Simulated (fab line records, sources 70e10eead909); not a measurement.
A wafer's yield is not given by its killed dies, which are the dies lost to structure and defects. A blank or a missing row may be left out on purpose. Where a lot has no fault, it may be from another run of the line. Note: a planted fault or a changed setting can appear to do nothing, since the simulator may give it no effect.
The tool behind it: which one? :: flow nand-harc :: 13 lots with 39 wafers sampled at 4 steps, on a route of 1159 steps

## WHAT EACH GAUGE READ, for each wafer
NHARC_P_GATE_CD_MEAS_46: target cd 720 nm. Usual: cd-nm 720.0 nm, standard deviation 1.3.
lot: L988
measured: day 5 04:28
on: cd-sem-03
cd-nm (nm): 720.9 719.8 722.4
flag: 

lot: L989
measured: day 5 13:05
on: cd-sem-03
cd-nm (nm): 719.4 718.2 717.9
flag: 

lot: L990
measured: day 6 01:27
on: cd-sem-03
cd-nm (nm): 719.1 719.5 718.2
flag: 

lot: L991
measured: day 6 01:37
on: cd-sem-03
cd-nm (nm): 718.6 720.8 720.6
flag: 

lot: L993
measured: day 6 04:41
on: cd-sem-02
cd-nm (nm): 721.9 722.2 720.9
flag: 

lot: L102
measured: day 9 02:57
on: cd-sem-03
cd-nm (nm): 721.0 721.8 721.5
flag: 

lot: L104
measured: day 9 06:58
on: cd-sem-02
cd-nm (nm): 721.0 720.3 719.9
flag: 

lot: L105
measured: day 9 17:57
on: cd-sem-01
cd-nm (nm): 717.2 719.5 720.6
flag: 

lot: L106
measured: day 9 15:53
on: cd-sem-03
cd-nm (nm): 720.9 719.2 719.7
flag: 

lot: L107
measured: day 9 23:27
on: cd-sem-01
cd-nm (nm): 721.4 719.1 720.4
flag: 

lot: L109
measured: day 10 08:11
on: cd-sem-01
cd-nm (nm): 719.7 721.4 718.8
flag: 

lot: L108
measured: day 10 08:46
on: cd-sem-02
cd-nm (nm): 721.0 722.5 717.5
flag: 

lot: L110
measured: day 10 20:47
on: cd-sem-02
cd-nm (nm): 719.1 719.0 720.8
flag: 

NHARC_P_GATE_CD_MEAS_59: target cd 720 nm. Usual: cd-nm 720.6 nm, standard deviation 1.1.
lot: L988
measured: day 5 06:13
on: cd-sem-02
cd-nm (nm): 718.5 719.6 717.4
flag: 

lot: L989
measured: day 5 15:26
on: cd-sem-01
cd-nm (nm): 721.2 720.6 720.3
flag: 

lot: L990
measured: day 6 03:13
on: cd-sem-03
cd-nm (nm): 722.1 722.0 721.6
flag: 

lot: L991
measured: day 6 03:30
on: cd-sem-01
cd-nm (nm): 720.7 722.2 720.8
flag: 

lot: L993
measured: day 6 06:19
on: cd-sem-03
cd-nm (nm): 679.8 681.0 680.6
flag: OFF

lot: L102
measured: day 9 04:35
on: cd-sem-01
cd-nm (nm): 724.2 721.2 720.2
flag: 

lot: L104
measured: day 9 08:53
on: cd-sem-02
cd-nm (nm): 721.1 721.1 721.1
flag: 

lot: L105
measured: day 9 19:43
on: cd-sem-01
cd-nm (nm): 722.3 721.8 722.0
flag: 

lot: L106
measured: day 9 17:38
on: cd-sem-01
cd-nm (nm): 721.8 721.4 721.4
flag: 

lot: L107
measured: day 10 01:05
on: cd-sem-02
cd-nm (nm): 721.0 721.0 718.1
flag: 

lot: L109
measured: day 10 09:50
on: cd-sem-03
cd-nm (nm): 721.1 720.9 718.6
flag: 

lot: L108
measured: day 10 10:41
on: cd-sem-03
cd-nm (nm): 723.0 722.3 720.6
flag: 

lot: L110
measured: day 10 22:26
on: cd-sem-01
cd-nm (nm): 720.7 720.2 720.9
flag: 

## WHAT TOOL EACH LOT RAN ON (gives the tool, then ch and the chambers of the sampled wafers, and finally the start)
lot: L988
NHARC_P_GATE_HM_DEP_102: acl-dep-02 ch 0, day 4 14:49
NHARC_P_GATE_EXPOSE_56: krf-scanner-04 ch 0, day 5 06:04

lot: L989
NHARC_P_GATE_HM_DEP_102: acl-dep-01 ch 0, day 4 23:59
NHARC_P_GATE_EXPOSE_56: krf-scanner-03 ch 0, day 5 15:17

lot: L990
NHARC_P_GATE_HM_DEP_102: acl-dep-03 ch 0, day 5 11:29
NHARC_P_GATE_EXPOSE_56: krf-scanner-04 ch 0, day 6 03:04

lot: L991
NHARC_P_GATE_HM_DEP_102: acl-dep-02 ch 0, day 5 12:02
NHARC_P_GATE_EXPOSE_56: krf-scanner-03 ch 0, day 6 03:21

lot: L993
NHARC_P_GATE_HM_DEP_102: acl-dep-03 ch 0, day 5 15:18
NHARC_P_GATE_EXPOSE_56: krf-scanner-03 ch 0, day 6 06:10

lot: L102
NHARC_P_GATE_HM_DEP_102: acl-dep-01 ch 0, day 8 11:02
NHARC_P_GATE_EXPOSE_56: krf-scanner-04 ch 0, day 9 04:26

lot: L104
NHARC_P_GATE_HM_DEP_102: acl-dep-02 ch 0, day 8 17:43
NHARC_P_GATE_EXPOSE_56: krf-scanner-03 ch 0, day 9 08:44

lot: L105
NHARC_P_GATE_HM_DEP_102: acl-dep-01 ch 0, day 9 02:25
NHARC_P_GATE_EXPOSE_56: krf-scanner-03 ch 0, day 9 19:34

lot: L106
NHARC_P_GATE_HM_DEP_102: acl-dep-02 ch 0, day 9 02:31
NHARC_P_GATE_EXPOSE_56: krf-scanner-04 ch 0, day 9 17:28

lot: L107
NHARC_P_GATE_HM_DEP_102: acl-dep-02 ch 0, day 9 10:11
NHARC_P_GATE_EXPOSE_56: krf-scanner-03 ch 0, day 10 00:56

lot: L109
NHARC_P_GATE_HM_DEP_102: acl-dep-03 ch 0, day 9 18:42
NHARC_P_GATE_EXPOSE_56: krf-scanner-03 ch 0, day 10 09:40

lot: L108
NHARC_P_GATE_HM_DEP_102: acl-dep-02 ch 0, day 9 19:01
NHARC_P_GATE_EXPOSE_56: krf-scanner-04 ch 0, day 10 10:32

lot: L110
NHARC_P_GATE_HM_DEP_102: acl-dep-01 ch 0, day 10 05:15
NHARC_P_GATE_EXPOSE_56: krf-scanner-01 ch 0, day 10 22:16
- NHARC_P_GATE_HM_DEP_102: deposits aC, target thk 120 nm.
- NHARC_P_GATE_EXPOSE_56: exposes mask P PSD, target cd 720 nm.

## WHAT THE TOOLS THEMSELVES READ (means of the sampled wafers that have a number; where no wafer has one, the mark that the record gives instead)
NHARC_P_GATE_HM_DEP_102. Usual: throttle-valve-pct 35.000 %, standard deviation 0.0091.
lot: L988
tool: acl-dep-02
throttle-valve-pct (%): 35.000
flag: 

lot: L989
tool: acl-dep-01
throttle-valve-pct (%): 35.008
flag: 

lot: L990
tool: acl-dep-03
throttle-valve-pct (%): 35.002
flag: 

lot: L991
tool: acl-dep-02
throttle-valve-pct (%): 35.007
flag: 

lot: L993
tool: acl-dep-03
throttle-valve-pct (%): 35.005
flag: 

lot: L102
tool: acl-dep-01
throttle-valve-pct (%): 35.005
flag: 

lot: L104
tool: acl-dep-02
throttle-valve-pct (%): 35.000
flag: 

lot: L105
tool: acl-dep-01
throttle-valve-pct (%): 34.992
flag: 

lot: L106
tool: acl-dep-02
throttle-valve-pct (%): 34.993
flag: 

lot: L107
tool: acl-dep-02
throttle-valve-pct (%): 34.996
flag: 

lot: L109
tool: acl-dep-03
throttle-valve-pct (%): 35.000
flag: 

lot: L108
tool: acl-dep-02
throttle-valve-pct (%): 35.000
flag: 

lot: L110
tool: acl-dep-01
throttle-valve-pct (%): 34.997
flag: 

## THE ANSWER, worked out from the rows above alone
Rule: a lot counts as off when the mean over its wafers that have a number is more than 3 standard deviations away from the usual mean. A lot without any number at a reading at which 4 lots or more have one is off too. Any other lot the step has rows for is counted as sound. Order of review: gauges by route order, followed by the tools' own readings, for which a lot's mean as printed above is used. At the first step where some lot is off, the reading lying furthest off is the one used; lots without a number count as furthest.
Off: L993 (NHARC_P_GATE_CD_MEAS_59, cd-nm).
If a tool, at a process step before that reading, ran all the lots that are off and no sound lot after the first of them, it fits. Gauges at NHARC_P_GATE_CD_MEAS_59: tried the same way as those tools. Of those tried, none fits.

## WHAT THE SIMULATOR HAD INSERTED
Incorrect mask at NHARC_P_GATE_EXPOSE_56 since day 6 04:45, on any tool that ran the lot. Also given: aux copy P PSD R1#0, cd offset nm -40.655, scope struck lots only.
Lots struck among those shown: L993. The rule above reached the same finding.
